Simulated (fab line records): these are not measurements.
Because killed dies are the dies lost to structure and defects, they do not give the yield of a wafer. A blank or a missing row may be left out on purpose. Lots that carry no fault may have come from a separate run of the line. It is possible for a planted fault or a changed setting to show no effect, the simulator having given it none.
2 desks, one fault    flow nandHarc    numbers are kept per desk, each desk with only its own; the story behind them comes last

## FROM THE METROLOGY DESK
What the gauges read, lot by lot, whatever tool the lot ran on: means of the sampled wafers that have a number. The brackets show how far a lot's mean lies from the usual mean; more than 4 standard deviations puts the lot out of limits, marked OUT.
Columns: A = cdNm at NHARC_A_M1_CD_MEAS_09, usual 119.9 nm
lot   first seen here  A
L538  day 23 09:03     120.2
L539  day 23 11:32     119.7
L542  day 23 22:45     120.8
L540  day 24 01:13     120.1
L541  day 24 09:34     120.5
L543  day 25 16:48     119.8
L552  day 28 22:40     101.1 (-32) OUT
L553  day 29 04:25     104.9 (-25) OUT
L554  day 30 01:31     120.1
L556  day 30 03:19     120.0
L557  day 31 08:26     120.0
L558  day 31 14:59     119.6
L560  day 32 02:23     119.5
L561  day 32 03:29     119.6
Finding of this desk: L552, L553 out of limits; the first was L552 at day 28 22:40, on cdNm at NHARC_A_M1_CD_MEAS_09. Within limits: L538, L539, L542, L540, L541, L543, L554, L556, L557, L558, L560, L561.

## THE TOOL OWNER'S DESK: arfiScanner-01
The tool's own readings at NHARC_A_M1_EXPOSE_06 (exposes mask A M1, target cd 120 nm): means of the sampled wafers that have a number, for each lot that ran on this tool. The brackets show how far a lot's mean lies from the usual mean; more than 4 standard deviations puts the lot out of limits, marked OUT.
Columns: A = exposureDoseMJCm2 at NHARC_A_M1_EXPOSE_06, usual 75.11
lot   first seen here  A
L538  day 23 08:55     75.09
L540  day 24 01:05     75.11
L552  day 28 22:32     54.27 (-99 or more) OUT
L553  day 29 04:16     58.35 (-99 or more) OUT
Finding of this desk: L552, L553 out of limits; the first was L552 at day 28 22:32, on exposureDoseMJCm2 at NHARC_A_M1_EXPOSE_06. Within limits: L538, L540.

## TAKEN TOGETHER
The tool owner's desk had the chance to raise an alarm at day 28 22:32 on L552, L553.
An alarm was possible from the metrology desk at day 28 22:40, on L552, L553.
Of the lots named, all ran NHARC_A_M1_EXPOSE_06 on arfiScanner-01.

## WHAT WAS PUT IN BY THE SIMULATOR
Drift in process parameters on arfiScanner-01 at NHARC_A_M1_EXPOSE_06, starting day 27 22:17. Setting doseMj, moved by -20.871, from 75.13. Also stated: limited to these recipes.
Struck lots among those shown: L552, L553.
Hours from the fault's start to each desk's first reading out of limits: the tool owner's desk, 24; the metrology desk, 24.
